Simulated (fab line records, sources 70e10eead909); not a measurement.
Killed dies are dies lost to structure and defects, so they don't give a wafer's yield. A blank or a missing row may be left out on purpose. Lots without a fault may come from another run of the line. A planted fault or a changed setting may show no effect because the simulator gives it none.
One fault seen from 2 desks | flow nand_harc | each desk has only its own numbers; what lay behind them comes last

THE TOOL OWNER'S DESK: litho_track-04
The tool's own readings at NHARC_A_M0_PEB_07 (peb time 65 s): means of the sampled wafers that have a number, for each lot that ran on this tool. A lot is out of limits, marked OUT, if its mean lies more than 4 standard deviations from the usual mean; the brackets give that distance.
Columns: A = heater_power_total_W at NHARC_A_M0_PEB_07, usual 156.6 W; B = plate_temp_C at NHARC_A_M0_PEB_07, usual 99.99 C; C = resist_line_temp_C at NHARC_A_M0_PEB_07, usual 23.00 C
lot  | first seen here | A               | B                | C
L370 | day 23 22:46    | 156.5           | 100.11           | 22.93
L373 | day 25 09:44    | 157.0           | 100.02           | 23.02
L371 | day 25 10:40    | 156.7           | 99.91            | 23.01
L377 | day 27 18:49    | 157.0           | 99.89            | 22.99
L380 | day 28 20:04    | 166.7 (+25) OUT | 104.35 (+34) OUT | 23.00
L383 | day 29 09:34    | 166.2 (+23) OUT | 104.55 (+35) OUT | 22.92
This desk's finding: out of limits on L380, L383; first on L380, day 28 20:04 (heater_power_total_W at NHARC_A_M0_PEB_07). In limits: L370, L373, L371, L377.

THE METROLOGY DESK
What the gauges read, lot by lot, whatever tool the lot ran on: means of the sampled wafers that have a number. A lot is out of limits, marked OUT, if its mean lies more than 4 standard deviations from the usual mean; the brackets give that distance.
Columns: A = cd_nm at NHARC_A_M0_CD_MEAS_09, usual 80.4 nm
lot  | first seen here | A
L369 | day 23 07:51    | 79.7
L370 | day 23 22:50    | 81.1
L372 | day 24 07:08    | 80.1
L373 | day 25 09:49    | 81.2
L371 | day 25 10:45    | 80.3
L375 | day 26 04:01    | 80.2
L377 | day 27 18:54    | 81.4
L380 | day 28 20:08    | 95.4 (+19) OUT
L383 | day 29 09:38    | 96.1 (+20) OUT
L387 | day 31 02:30    | 81.2
L389 | day 31 11:13    | 80.1
L388 | day 31 19:07    | 79.5
This desk's finding: out of limits on L380, L383; first on L380, day 28 20:08 (cd_nm at NHARC_A_M0_CD_MEAS_09). In limits: L369, L370, L372, L373, L371, L375, L377, L387, L389, L388.

PUT TOGETHER
The tool owner's desk could have raised an alarm at day 28 20:04, on L380, L383.
The metrology desk could have raised an alarm at day 28 20:08, on L380, L383.
Of the lots named, all ran NHARC_A_M0_PEB_07 on litho_track-04.

WHAT THE SIMULATOR HAD PUT IN
Process parameter drift: litho_track-04, from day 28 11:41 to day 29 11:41, at NHARC_A_M0_PEB_07. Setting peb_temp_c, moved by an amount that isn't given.
Lots struck among those shown: L380, L383.
Hours from the fault's start to each desk's first reading out of limits: the tool owner's desk, 8; the metrology desk, 8.
